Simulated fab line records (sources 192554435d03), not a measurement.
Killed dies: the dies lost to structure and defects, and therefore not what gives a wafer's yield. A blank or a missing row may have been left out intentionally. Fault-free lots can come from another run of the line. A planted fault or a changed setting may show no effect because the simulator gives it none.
fab line records || flow n5_finfet
record {"lots": 3, "wafers": 9, "last_day": 16}
route steps=1938 shown BEOL_M3@1011 BEOL_M4@1021 PASSIVATION@1936
lots untouched by any fault: they come from a run of this same line in which no faults occurred
start_h: the number of hours between the record's first day and the start of the first shown wafer of the lot || wait_h: how many hours have passed since the lot's step before this one || " as in the row above || L1.1+2: a row that stands for several wafers || - value missing, or start not given || * or withheld: withheld || < > ~ a bound
route shown NAME@n: names a module that has steps shown in the file, with the first one's number in the route || usual: mean/standard deviation of fault-free wafers || same: alike in all rows || chamber/n: place in a boat || sites: readings site by site || _std_site: the values' standard deviation || _edge_site: inner sites' mean taken away from outer sites' mean || radius_mm: for every site, how far away it sits from the centre of the wafer || mask NAME#n: copy n || behind: the tool/chamber that last shaped the wafer || hold: why the lot was held/for how many hours/how that ended || device: the n, p or np transistor that did not switch || end of line: the same wafers' tests at the end of the route || step lacking rows: just its recipe || killed: count of dies lost to structure and defects at first sort (not the wafer's yield) || map: shows each die of a wafer: x if killed, . if not, _ if none is there
set.NAME: the run value of the setting; set.NAME@STEP: its run value at that earlier step || model.NAME: the simulator's own value behind a step, which no gauge read
lots at selected steps of the route; one table per step, one row per wafer
## steps
# step N5_BEOL_M3_ECD_50
# recipe {"material": "Cu", "target_thk_a": 3000}
# step N5_BEOL_M3_ANNEAL_51
# recipe {"temp_c": 225, "time_s": 90, "ambient": "N2"}
# step N5_BEOL_M3_CMP_52
# recipe {"stop_on": "SiOC", "t_overpolish_s": 6.8, "down_force_psi": 1, "platen_rpm": 50, "clearing_platen_down_force_psi": 1.5, "clearing_platen_rpm": 50, "post_cmp_clean": "cu_alkaline", "target_thk_nm": 40, "clearing_platen_pad_velocity_m_s": 0.99484, "pad_velocity_m_s": 0.99484}
# step N5_BEOL_M3_PRE_CLEAN_60
# recipe {"gas": "NH3/H2", "time_s": 15, "temp_c": "*", "rf_power_w": 300}
# step N5_BEOL_M3_CO_CAP_55
# recipe {"material": "Co", "target_thk_a": 20, "temp_c": 200, "precursor": "CCTBA/H2", "pressure_torr": 30, "time_s": 102.1}
# step N5_BEOL_M3_PRE_CLEAN_56
# recipe {"gas": "NH3", "time_s": 15, "temp_c": "withheld", "rf_power_w": 300}
# step N5_BEOL_M3_DEP_57
# recipe {"material": "SiCN", "target_thk_a": 80, "temp_c": "withheld", "precursor": "3MS/NH3", "pressure_torr": 3, "rf_w": 202, "time_s": 14}
# step N5_BEOL_M4_ILD_DEP_00
# recipe {"material": "SiOC", "target_thk_a": 790, "temp_c": 350, "precursor": "DEMS/O2", "pressure_torr": 5, "rf_w": 500, "time_s": 15.3}
# step N5_BEOL_M4_PECVD_72
# recipe {"material": "SiO2", "target_thk_a": 160, "temp_c": 400, "precursor": "TEOS/O2", "pressure_torr": 5.5, "rf_w": 450, "teos_flow_sccm": 53.8, "gas": "O2", "flow_sccm": 3000, "time_s": 18}
# usual {"heater_power_w": "669/63", "showerhead_plenum_p_Torr": "8.77/0.053", "throttle_valve_pct": "21.9/0.67"}
{"lot.wafer": "L642.2", "tool": "pecvd-04", "chamber": 1, "start_h": 232.49, "wait_h": 0.0, "heater_power_w": 642, "showerhead_plenum_p_Torr": 8.75, "throttle_valve_pct": 22.7}
{"lot.wafer": "L642.3", "tool": "pecvd-04", "chamber": 2, "start_h": 232.49, "wait_h": 0.0, "heater_power_w": 627, "showerhead_plenum_p_Torr": 8.71, "throttle_valve_pct": 21.6}
{"lot.wafer": "L642.4", "tool": "pecvd-04", "chamber": 1, "start_h": 232.49, "wait_h": 0.0, "heater_power_w": 652, "showerhead_plenum_p_Torr": 8.74, "throttle_valve_pct": 22.7}
{"lot.wafer": "L647.2", "tool": "pecvd-03", "chamber": 0, "start_h": 249.17, "wait_h": 0.0, "heater_power_w": 746, "showerhead_plenum_p_Torr": 8.78, "throttle_valve_pct": 22.7}
{"lot.wafer": "L647.4", "tool": "pecvd-03", "chamber": 2, "start_h": 249.17, "wait_h": 0.0, "heater_power_w": 684, "showerhead_plenum_p_Torr": 8.84, "throttle_valve_pct": 20.8}
{"lot.wafer": "L647.5", "tool": "pecvd-03", "chamber": 0, "start_h": 249.17, "wait_h": 0.0, "heater_power_w": 731, "showerhead_plenum_p_Torr": 8.77, "throttle_valve_pct": 22.8}
{"lot.wafer": "L650.2", "tool": "pecvd-04", "chamber": 2, "start_h": 271.52, "wait_h": 0.0, "heater_power_w": 701, "showerhead_plenum_p_Torr": 8.71, "throttle_valve_pct": 21.9}
{"lot.wafer": "L650.4", "tool": "pecvd-04", "chamber": 2, "start_h": 271.52, "wait_h": 0.0, "heater_power_w": 678, "showerhead_plenum_p_Torr": 8.73, "throttle_valve_pct": 22.1}
{"lot.wafer": "L650.5", "tool": "pecvd-04", "chamber": 0, "start_h": 271.52, "wait_h": 0.0, "heater_power_w": 708, "showerhead_plenum_p_Torr": 8.72, "throttle_valve_pct": 22.4}
# step N5_BEOL_M4_HM_DEP_02
# recipe {"material": "TiN", "target_thk_a": 200, "temp_c": 25, "chamber_pressure_pa": 0.49996}
# step N5_BEOL_M4_COAT_61
# recipe {"resist": "SOC", "temp_c": 250, "time_s": 60, "spin_rpm": 1500, "resist_thk_nm": 60}
# step N5_BEOL_M4_COAT_62
# recipe {"resist": "SiARC", "temp_c": 220, "time_s": 60, "spin_rpm": 1500, "resist_thk_nm": 12}
# step N5_BEOL_M4_COAT_73
# recipe {"resist": "underlayer", "temp_c": 205, "time_s": 60, "spin_rpm": 1500, "resist_thk_nm": 5}
# step N5_BEOL_M4_COAT_05
# recipe {"resist": "CAR-EUV", "spin_rpm": 1500, "resist_thk_nm": 30}
# step N5_BEOL_M4_EBR_07
# recipe {"solvent": "PGMEA", "ebr_width_mm": 1.5}
# step N5_BEOL_M4_SOFTBAKE_06
# recipe {"temp_c": 110, "time_s": 60, "resist": "CAR-EUV"}
# step N5_BEOL_M4_EXPOSE_08
# recipe {"mask_id": "M4", "na": 0.33, "source_shape": "dipole", "sigma_inner": 0.369, "sigma_outer": 0.767, "polarization": "unpolarized", "dose_mj": 41.25}
# step N5_BEOL_M4_PEB_09
# recipe {"peb_temp_c": 100, "peb_time_s": 60, "resist": "CAR-EUV"}
# step N5_BEOL_M4_DEVELOP_10
# recipe {"develop_time_s": 30, "developer": "TMAH", "resist": "CAR-EUV", "rinse_liquid": "surfactant_rinse", "dry": "air_spin", "dev_temp_c": 23}
# step N5_BEOL_M4_INSPECT_13
# recipe {"mode": "adi", "inspect_instrument": "brightfield"}
# usual {"raw_defect_count": "391/73"}
{"lot.wafer": "L642.2", "tool": "defect_inspect-02", "chamber": "-", "start_h": 233.30, "wait_h": 0.0, "raw_defect_count": 304}
{"lot.wafer": "L642.3", "tool": "defect_inspect-02", "chamber": "-", "start_h": 233.30, "wait_h": 0.0, "raw_defect_count": 320}
{"lot.wafer": "L642.4", "tool": "defect_inspect-02", "chamber": "-", "start_h": 233.30, "wait_h": 0.0, "raw_defect_count": 449}
{"lot.wafer": "L647.2", "tool": "defect_inspect-01", "chamber": "-", "start_h": 251.29, "wait_h": 0.0, "raw_defect_count": 443}
{"lot.wafer": "L647.4", "tool": "defect_inspect-01", "chamber": "-", "start_h": 251.29, "wait_h": 0.0, "raw_defect_count": 539}
{"lot.wafer": "L647.5", "tool": "defect_inspect-01", "chamber": "-", "start_h": 251.29, "wait_h": 0.0, "raw_defect_count": 341}
{"lot.wafer": "L650.2", "tool": "defect_inspect-01", "chamber": "-", "start_h": 272.09, "wait_h": 0.0, "raw_defect_count": 919}
{"lot.wafer": "L650.4", "tool": "defect_inspect-01", "chamber": "-", "start_h": 272.09, "wait_h": 0.0, "raw_defect_count": 827}
{"lot.wafer": "L650.5", "tool": "defect_inspect-01", "chamber": "-", "start_h": 272.09, "wait_h": 0.0, "raw_defect_count": 498}
# step N5_BEOL_M4_DESCUM_16
# recipe {"chemistry": "O2", "time_s": 7, "source_power_w": 50, "bias_power_w": 20, "pressure_mtorr": 20, "rf_frequency_hz": 2.712e+07, "temp_c": 40, "resist": "CAR-EUV", "o2_flow_sccm": 225}
# step N5_BEOL_M4_ETCH_74
# recipe {"chemistry": "N2/H2", "target": "underlayer", "target_depth_a": 65, "mask_material": "CAR-EUV", "time_s": 5.2, "ion_energy_ev": 200, "pressure_mtorr": 30, "source_w": 840, "bias_w": 150, "n2_flow_sccm": 200, "h2_flow_sccm": 200, "ends": "cleared"}
# step N5_BEOL_M4_ETCH_63
# recipe {"chemistry": "CF4", "target": "SiARC", "target_depth_a": 156, "mask_material": "CAR-EUV", "time_s": 26, "ion_energy_ev": 80, "pressure_mtorr": 40, "source_w": 545, "bias_w": 36, "Ar_flow_sccm": 100, "cf4_flow_sccm": 100, "ends": "cleared"}
# step N5_BEOL_M4_ETCH_64
# recipe {"chemistry": "N2/H2", "target": "SOC", "target_depth_a": 750, "overetch_a": 225, "mask_material": "SiARC", "temp_c": 40, "time_s": 121.9, "ion_energy_ev": 200, "pressure_mtorr": 30, "source_w": 840, "bias_w": 150, "n2_flow_sccm": 200, "h2_flow_sccm": 200}
# step N5_BEOL_M4_STRIP_65
# recipe {"chemistry": "N2/H2", "temp_c": 40, "n2_flow_sccm": 200, "h2_flow_sccm": 200, "rf_frequency_hz": 6e+07}
# step N5_BEOL_M4_STRIP_75
# recipe {"chemistry": "N2/H2", "temp_c": 40, "n2_flow_sccm": 200, "h2_flow_sccm": 200, "rf_frequency_hz": 6e+07}
# step N5_BEOL_M4_STRIP_66
# recipe {"chemistry": "CF4", "resist": "SiARC", "power_w": 300, "bias_power_w": 75, "pressure_mtorr": 50, "cf4_flow_sccm": 150, "rf_frequency_hz": 6e+07}
# step N5_BEOL_M4_HM_OPEN_17
# recipe {"chemistry": "Cl2/BCl3", "target_depth_a": 200, "overetch_a": 60, "target": "TiN", "mask_material": "SOC", "ion_energy_ev": 150, "pressure_mtorr": 10, "icp_w": 1000, "bias_w": 126, "Cl2_flow_sccm": 53.25, "bcl3_flow_sccm": 21.75, "Ar_flow_sccm": 25}
# step N5_BEOL_M4_STRIP_19
# recipe {"chemistry": "O2", "power_w": 400, "temp_c": 40, "pressure_mtorr": 30, "rf_frequency_hz": 6e+07, "bias_power_w": 0, "overash_fraction": 0.2, "o2_flow_sccm": 225}
# step N5_BEOL_M4_COAT_67
# recipe {"resist": "SOC", "temp_c": 250, "time_s": 60, "spin_rpm": 1500, "resist_thk_nm": 60}
# step N5_BEOL_M4_COAT_68
# recipe {"resist": "SiARC", "temp_c": 220, "time_s": 60, "spin_rpm": 1500, "resist_thk_nm": 12}
# step N5_BEOL_M4_COAT_76
# recipe {"resist": "underlayer", "temp_c": 205, "time_s": 60, "spin_rpm": 1500, "resist_thk_nm": 5}
# step N5_BEOL_M4_COAT_22
# recipe {"resist": "CAR-EUV", "spin_rpm": 1500, "resist_thk_nm": 30}
# step N5_BEOL_M4_EBR_24
# recipe {"solvent": "PGMEA", "ebr_width_mm": 1.5}
# step N5_BEOL_M4_SOFTBAKE_23
# recipe {"temp_c": 110, "time_s": 60, "resist": "CAR-EUV"}
# step N5_BEOL_M4_INSPECT_30
# recipe {"mode": "adi", "inspect_instrument": "brightfield"}
# usual {"raw_defect_count": "392/70"}
{"lot.wafer": "L642.2", "tool": "defect_inspect-02", "chamber": "-", "start_h": 234.30, "wait_h": 0.0, "raw_defect_count": 306}
{"lot.wafer": "L642.3", "tool": "defect_inspect-02", "chamber": "-", "start_h": 234.30, "wait_h": 0.0, "raw_defect_count": 358}
{"lot.wafer": "L642.4", "tool": "defect_inspect-02", "chamber": "-", "start_h": 234.30, "wait_h": 0.0, "raw_defect_count": 469}
{"lot.wafer": "L647.2", "tool": "defect_inspect-02", "chamber": "-", "start_h": 252.29, "wait_h": 0.0, "raw_defect_count": 484}
{"lot.wafer": "L647.4", "tool": "defect_inspect-02", "chamber": "-", "start_h": 252.29, "wait_h": 0.0, "raw_defect_count": 514}
{"lot.wafer": "L647.5", "tool": "defect_inspect-02", "chamber": "-", "start_h": 252.29, "wait_h": 0.0, "raw_defect_count": 323}
{"lot.wafer": "L650.2", "tool": "defect_inspect-02", "chamber": "-", "start_h": 273.35, "wait_h": 0.0, "raw_defect_count": 900}
{"lot.wafer": "L650.4", "tool": "defect_inspect-02", "chamber": "-", "start_h": 273.35, "wait_h": 0.0, "raw_defect_count": 867}
{"lot.wafer": "L650.5", "tool": "defect_inspect-02", "chamber": "-", "start_h": 273.35, "wait_h": 0.0, "raw_defect_count": 497}
# step N5_BEOL_M4_RC_MEAS_101
# usual {"DIBL_N": "35.9/1.7", "DIBL_P": "35.8/2.2", "IOFF_N": "0.15/0.03", "IOFF_P": "0.21/0.036", "ION_N": "674/12", "ION_P": "463/7.2", "SS_N": "71.3/0.59", "SS_P": "73.1/0.69", "VT_N": "250/3", "VT_P": "-251/3.2"}
{"lot.wafer": "L642.2", "tool": "prober-02", "chamber": 0, "start_h": 240.37, "wait_h": 0.2, "DIBL_N[mV/V]": 35.1, "DIBL_P[mV/V]": 35.9, "IOFF_N[nA/um]": 0.12, "IOFF_P[nA/um]": 0.18, "ION_N[uA/um]": 649, "ION_P[uA/um]": 455, "SS_N[mV/dec]": 70.6, "SS_P[mV/dec]": 72.9, "VT_N[mV]": 255, "VT_P[mV]": -253}
{"lot.wafer": "L642.3", "tool": "prober-02", "chamber": 0, "start_h": 240.37, "wait_h": 0.2, "DIBL_N[mV/V]": 35.4, "DIBL_P[mV/V]": 36.5, "IOFF_N[nA/um]": 0.14, "IOFF_P[nA/um]": 0.19, "ION_N[uA/um]": 674, "ION_P[uA/um]": 462, "SS_N[mV/dec]": 70.5, "SS_P[mV/dec]": 73.2, "VT_N[mV]": 249, "VT_P[mV]": -254}
{"lot.wafer": "L642.4", "tool": "prober-02", "chamber": 0, "start_h": 240.37, "wait_h": 0.2, "DIBL_N[mV/V]": 37.8, "DIBL_P[mV/V]": 38.1, "IOFF_N[nA/um]": 0.17, "IOFF_P[nA/um]": 0.20, "ION_N[uA/um]": 678, "ION_P[uA/um]": 462, "SS_N[mV/dec]": 71.1, "SS_P[mV/dec]": 73.8, "VT_N[mV]": 250, "VT_P[mV]": -251}
{"lot.wafer": "L647.2", "tool": "prober-01", "chamber": 0, "start_h": 268.94, "wait_h": 0.2, "DIBL_N[mV/V]": 34.4, "DIBL_P[mV/V]": 36.4, "IOFF_N[nA/um]": 0.15, "IOFF_P[nA/um]": 0.19, "ION_N[uA/um]": 675, "ION_P[uA/um]": 463, "SS_N[mV/dec]": 71.0, "SS_P[mV/dec]": 73.3, "VT_N[mV]": 250, "VT_P[mV]": -250}
{"lot.wafer": "L647.4", "tool": "prober-01", "chamber": 0, "start_h": 268.94, "wait_h": 0.2, "DIBL_N[mV/V]": 36.4, "DIBL_P[mV/V]": 38.8, "IOFF_N[nA/um]": 0.18, "IOFF_P[nA/um]": 0.23, "ION_N[uA/um]": 679, "ION_P[uA/um]": 461, "SS_N[mV/dec]": 71.9, "SS_P[mV/dec]": 73.9, "VT_N[mV]": 248, "VT_P[mV]": -250}
{"lot.wafer": "L647.5", "tool": "prober-01", "chamber": 0, "start_h": 268.94, "wait_h": 0.2, "DIBL_N[mV/V]": 32.5, "DIBL_P[mV/V]": 34.2, "IOFF_N[nA/um]": 0.12, "IOFF_P[nA/um]": 0.16, "ION_N[uA/um]": 669, "ION_P[uA/um]": 467, "SS_N[mV/dec]": 70.7, "SS_P[mV/dec]": 73.5, "VT_N[mV]": 254, "VT_P[mV]": -251}
{"lot.wafer": "L650.2", "tool": "prober-02", "chamber": 0, "start_h": 279.76, "wait_h": 0.2, "DIBL_N[mV/V]": 36.3, "DIBL_P[mV/V]": 32.9, "IOFF_N[nA/um]": 0.15, "IOFF_P[nA/um]": 0.18, "ION_N[uA/um]": 678, "ION_P[uA/um]": 464, "SS_N[mV/dec]": 71.9, "SS_P[mV/dec]": 72.9, "VT_N[mV]": 251, "VT_P[mV]": -253}
{"lot.wafer": "L650.4", "tool": "prober-02", "chamber": 0, "start_h": 279.76, "wait_h": 0.2, "DIBL_N[mV/V]": 31.7, "DIBL_P[mV/V]": 27.9, "IOFF_N[nA/um]": 0.08, "IOFF_P[nA/um]": 0.13, "ION_N[uA/um]": 649, "ION_P[uA/um]": 452, "SS_N[mV/dec]": 69.9, "SS_P[mV/dec]": 71.2, "VT_N[mV]": 258, "VT_P[mV]": -254}
{"lot.wafer": "L650.5", "tool": "prober-02", "chamber": 0, "start_h": 279.76, "wait_h": 0.2, "DIBL_N[mV/V]": 36.8, "DIBL_P[mV/V]": 33.6, "IOFF_N[nA/um]": 0.15, "IOFF_P[nA/um]": 0.19, "ION_N[uA/um]": 676, "ION_P[uA/um]": 462, "SS_N[mV/dec]": 70.8, "SS_P[mV/dec]": 72.8, "VT_N[mV]": 252, "VT_P[mV]": -252}
# step N5_PASSIVATION_PROBE_49
# usual {"defect_limited_yield": "91.0/1.5", "killed_at_M0_to_M3": "35/12", "killed_at_M4_up": "15/5.8", "killed_at_contacts": "14/7.2", "killed_at_front_end": "40/10", "killed_at_other": "3/3", "killed_dies": "106/18", "killed_open": "68/14", "killed_short": "35/7.2", "sort_bin_5_function": "5.2/0.96", "sort_bin_6_memory": "3.3/0.69", "sort_n_pass": "1074/18", "sort_yield_pct": "91.0/1.5"}
# same {"gross_dies": 1180, "killed_at_back_side": 0, "sort_bin_4_leakage[%]": 0, "sort_bin_8_speed[%]": 0}
{"lot.wafer": "L642.2", "tool": "prober-02", "chamber": "-", "start_h": 336.29, "wait_h": 0.1, "defect_limited_yield[%]": 91.9, "killed_at_M0_to_M3": 18, "killed_at_M4_up": 12, "killed_at_contacts": 14, "killed_at_front_end": 52, "killed_at_other": 0, "killed_dies": 96, "killed_open": 52, "killed_short": 34, "sort_bin_5_function[%]": 4.7, "sort_bin_6_memory[%]": 2.7, "sort_n_pass": 1084, "sort_yield_pct[%]": 91.9}
{"lot.wafer": "L642.3", "tool": "prober-02", "chamber": "-", "start_h": 336.34, "wait_h": 0.1, "defect_limited_yield[%]": 92.6, "killed_at_M0_to_M3": 20, "killed_at_M4_up": 3, "killed_at_contacts": 20, "killed_at_front_end": 42, "killed_at_other": 2, "killed_dies": 87, "killed_open": 59, "killed_short": 27, "sort_bin_5_function[%]": 4.7, "sort_bin_6_memory[%]": 2.4, "sort_n_pass": 1093, "sort_yield_pct[%]": 92.6}
{"lot.wafer": "L642.4", "tool": "prober-02", "chamber": "-", "start_h": 336.39, "wait_h": 0.2, "defect_limited_yield[%]": 93.5, "killed_at_M0_to_M3": 24, "killed_at_M4_up": 11, "killed_at_contacts": 9, "killed_at_front_end": 26, "killed_at_other": 7, "killed_dies": 77, "killed_open": 50, "killed_short": 25, "sort_bin_5_function[%]": 3.7, "sort_bin_6_memory[%]": 2.4, "sort_n_pass": 1103, "sort_yield_pct[%]": 93.5}
{"lot.wafer": "L647.2", "tool": "prober-02", "chamber": "-", "start_h": 365.15, "wait_h": 0.6, "defect_limited_yield[%]": 90.6, "killed_at_M0_to_M3": 38, "killed_at_M4_up": 16, "killed_at_contacts": 17, "killed_at_front_end": 37, "killed_at_other": 3, "killed_dies": 111, "killed_open": 67, "killed_short": 36, "sort_bin_5_function[%]": 4.9, "sort_bin_6_memory[%]": 3.9, "sort_n_pass": 1069, "sort_yield_pct[%]": 90.6}
{"lot.wafer": "L647.4", "tool": "prober-02", "chamber": "-", "start_h": 365.25, "wait_h": 0.7, "defect_limited_yield[%]": 91.0, "killed_at_M0_to_M3": 48, "killed_at_M4_up": 17, "killed_at_contacts": 6, "killed_at_front_end": 35, "killed_at_other": 0, "killed_dies": 106, "killed_open": 76, "killed_short": 30, "sort_bin_5_function[%]": 5.8, "sort_bin_6_memory[%]": 3.1, "sort_n_pass": 1074, "sort_yield_pct[%]": 91.0}
{"lot.wafer": "L647.5", "tool": "prober-02", "chamber": "-", "start_h": 365.30, "wait_h": 0.7, "defect_limited_yield[%]": 91.2, "killed_at_M0_to_M3": 47, "killed_at_M4_up": 15, "killed_at_contacts": 4, "killed_at_front_end": 29, "killed_at_other": 9, "killed_dies": 104, "killed_open": 55, "killed_short": 44, "sort_bin_5_function[%]": 4.8, "sort_bin_6_memory[%]": 3.4, "sort_n_pass": 1076, "sort_yield_pct[%]": 91.2}
{"lot.wafer": "L650.2", "tool": "prober-02", "chamber": "-", "start_h": 381.45, "wait_h": 0.1, "defect_limited_yield[%]": 80.9, "killed_at_M0_to_M3": 39, "killed_at_M4_up": 136, "killed_at_contacts": 11, "killed_at_front_end": 39, "killed_at_other": 0, "killed_dies": 225, "killed_open": 66, "killed_short": 37, "sort_bin_5_function[%]": 10.8, "sort_bin_6_memory[%]": 5.8, "sort_n_pass": 955, "sort_yield_pct[%]": 80.9}
{"lot.wafer": "L650.4", "tool": "prober-02", "chamber": "-", "start_h": 381.55, "wait_h": 0.2, "defect_limited_yield[%]": 81.9, "killed_at_M0_to_M3": 36, "killed_at_M4_up": 115, "killed_at_contacts": 20, "killed_at_front_end": 40, "killed_at_other": 3, "killed_dies": 214, "killed_open": 81, "killed_short": 33, "sort_bin_5_function[%]": 11.8, "sort_bin_6_memory[%]": 5.0, "sort_n_pass": 966, "sort_yield_pct[%]": 81.9}
{"lot.wafer": "L650.5", "tool": "prober-02", "chamber": "-", "start_h": 381.60, "wait_h": 0.2, "defect_limited_yield[%]": 89.7, "killed_at_M0_to_M3": 41, "killed_at_M4_up": 16, "killed_at_contacts": 20, "killed_at_front_end": 41, "killed_at_other": 3, "killed_dies": 121, "killed_open": 81, "killed_short": 39, "sort_bin_5_function[%]": 6.6, "sort_bin_6_memory[%]": 3.3, "sort_n_pass": 1059, "sort_yield_pct[%]": 89.7}
# killed by level:class
L642.2 FIN_SAQP:geometric_particle:short=15 MOL_CONTACT_COAG:geometric_particle:open=12 FIN_SAQP:geometric_particle:open=8 HKMG_FIN:area_etch=7 ILD0:geometric_particle:short=5 BEOL_M1:geometric_particle:open=4 STARTING-WAFER:geometric_particle:open=4 STI_FIN_REVEAL:geometric_particle:open=3
L642.3 MOL_CONTACT_COAG:geometric_particle:open=17 FIN_SAQP:geometric_particle:open=9 FIN_SAQP:geometric_particle:short=7 DUMMY_GATE:geometric_particle:open=6 STARTING-WAFER:geometric_particle:short=6 ILD0:geometric_particle:open=5 BEOL_M2:geometric_particle:open=4 BEOL_M0_SAQP:geometric_particle:open=4
L642.4 STI_FIN_REVEAL:geometric_particle:open=7 FIN_SAQP:geometric_particle:open=6 MOL_CONTACT_COAG:geometric_particle:open=5 BEOL_M0:geometric_particle:open=4 MOL_CONTACT_COAG:geometric_particle:short=3 BEOL_M0_SAQP:geometric_particle:short=3 BEOL_M1:geometric_particle:open=3 BEOL_M3:geometric_particle:open=3
L647.2 BEOL_M2:geometric_particle:open=15 FIN_SAQP:geometric_particle:short=10 MOL_CONTACT_COAG:geometric_particle:open=10 FIN_SAQP:geometric_particle:open=9 BEOL_M4:geometric_particle:open=8 BEOL_M3:geometric_particle:open=7 MOL_CONTACT_COAG:geometric_particle:short=6 HKMG_FIN:area_etch=6
L647.4 BEOL_M0_SAQP:geometric_particle:open=13 BEOL_M4:geometric_particle:open=11 BEOL_M3:geometric_particle:open=9 BEOL_M0_SAQP:geometric_particle:short=7 BEOL_M2:geometric_particle:open=7 FIN_SAQP:geometric_particle:open=5 ILD0:geometric_particle:open=5 MOL_CONTACT_COAG:geometric_particle:open=5
L647.5 BEOL_M0_SAQP:geometric_particle:short=13 BEOL_M0_SAQP:geometric_particle:open=13 BEOL_M2:geometric_particle:open=10 FIN_SAQP:geometric_particle:short=8 BEOL_M4:geometric_particle:open=7 BEOL_M3:geometric_particle:open=5 FIN_SAQP:geometric_particle:open=4 GATE_CUT:geometric_particle:short=4
L650.2 BEOL_M4:unspecified=119 BEOL_M0_SAQP:geometric_particle:short=15 FIN_SAQP:geometric_particle:open=10 BEOL_M0_SAQP:geometric_particle:open=10 BEOL_M4:geometric_particle:open=10 DUMMY_GATE:geometric_particle:open=7 MOL_CONTACT_COAG:geometric_particle:open=7 FIN_SAQP:geometric_particle:short=4
L650.4 BEOL_M4:unspecified=100 MOL_CONTACT_COAG:geometric_particle:open=14 BEOL_M0_SAQP:geometric_particle:open=12 STI_FIN_REVEAL:geometric_particle:open=11 BEOL_M4:geometric_particle:open=11 FIN_SAQP:geometric_particle:open=8 DUMMY_GATE:geometric_particle:open=7 MOL_CONTACT_COAG:geometric_particle:short=6
L650.5 MOL_CONTACT_COAG:geometric_particle:open=17 BEOL_M0_SAQP:geometric_particle:short=13 BEOL_M0_SAQP:geometric_particle:open=13 DUMMY_GATE:geometric_particle:open=11 STI_FIN_REVEAL:geometric_particle:open=8 BEOL_M4:geometric_particle:open=6 GATE_CUT:geometric_particle:open=5 BEOL_M1:geometric_particle:open=5
# map L650.2 (x killed, . not)
_________________...........x________________
______________..........x......x_____________
___________.....x..................__________
__________..................x......._________
________.x......x.....x...x..........._______
_______..............................x.______
______x....x..x........................._____
_____x.x...........xx....................____
____.......x.......x.................x....___
___..........x.....................x......x__
___............xx...................x......__
__........xx....x.....................x...x._
__x.........x...........x.x....x..x..x.x..x._
_.x......................x........xx.x.xxx..x
_...............................xxxxxxxxxxxx.
_...x......x.................x..xxxxxxxxxxxxx
_.....x......x...x....x.....x...xxxxxxxxxxx.x
_.x.x......x........x...x...x..xxxxxxxxxxxxxx
_..............xx............x.xxxxxxxxxxxx.x
_...............x........x...x..xxxxxxxxxxxx.
_x..............x..x............x.xxxxxxxxxxx
__............x.x...............xx.xxxxxxxx._
__x....x....x......x..x.......x...xx.xxxx.x._
___.x...........................x..x..xxxxx__
___.x..........................x.x....x....__
____.x..........x........................x___
_____..x..................x...x.......x..____
______..x..........x..........x........._____
_______.....x....x.........x....x...x..______
________.......x....x................._______
__________...x.....x....x..........._________
___________....x.....xx..........x.__________
______________x......x.........._____________
_________________.....xx.....________________
# map L642.2 (x killed, . not)
_________________............________________
______________...........x...x.._____________
___________........x...............__________
__________.x.........x.x............_________
________..x...xx........x.....x.....x._______
_______....x.x...x.x.............x.....______
______.................................._____
_____.....x.............x................____
____..x...........x......x..............x.___
___............x.x........x............x...__
___..x........xx..x........................__
__...................................x......_
__.........x........x...x....x.......x......_
_...............................x........x...
_....x..x.......x....................x.......
_...........................x..x......x......
_.......x......x.....x....x.......x........x.
_........xx..........x...x.x.................
_.............x.x.....x..x...................
_......x...x...........x....x................
_....x.x.......x.......x.x..................x
__........x........x.................x......_
__...................................x..x..._
___.....................xxx................__
___.......x................x...............__
____........x.........................x...___
_____.x........x.........................____
______..x..............x..........x...x._____
_______...x..............x...x.........______
________.......................x......_______
__________...................x......_________
___________....x...................__________
______________.............x...._____________
_________________............________________
## key
first_sign {"step": "N5_BEOL_M4_INSPECT_13", "reading": "raw_defect_count", "direction": "up", "sigmas": 6.6, "usual": 391, "struck": 873}
effect {"step": "N5_BEOL_M4_INSPECT_30", "reading": "raw_defect_count", "direction": "up", "sigmas": 7, "usual": 392, "struck": 884}
effect {"step": "N5_PASSIVATION_PROBE_49", "reading": "killed_at_M4_up", "direction": "up", "sigmas": 19, "usual": 15, "struck": 126}
more_kills_born_at {"N5_BEOL_M4_PECVD_72@pecvd-04": 219}
met_at N5_BEOL_M4_PECVD_72
struck_wafers L650.2,L650.4
onset_between 232.49 271.52
fault {"kind": "chamber_particle_source", "tool": "pecvd-04", "chamber": 2, "onset_h": 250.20, "steps": "N5_BEOL_M4_PECVD_72", "rate_per_visit_cm2": 0.61178, "end_h": 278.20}
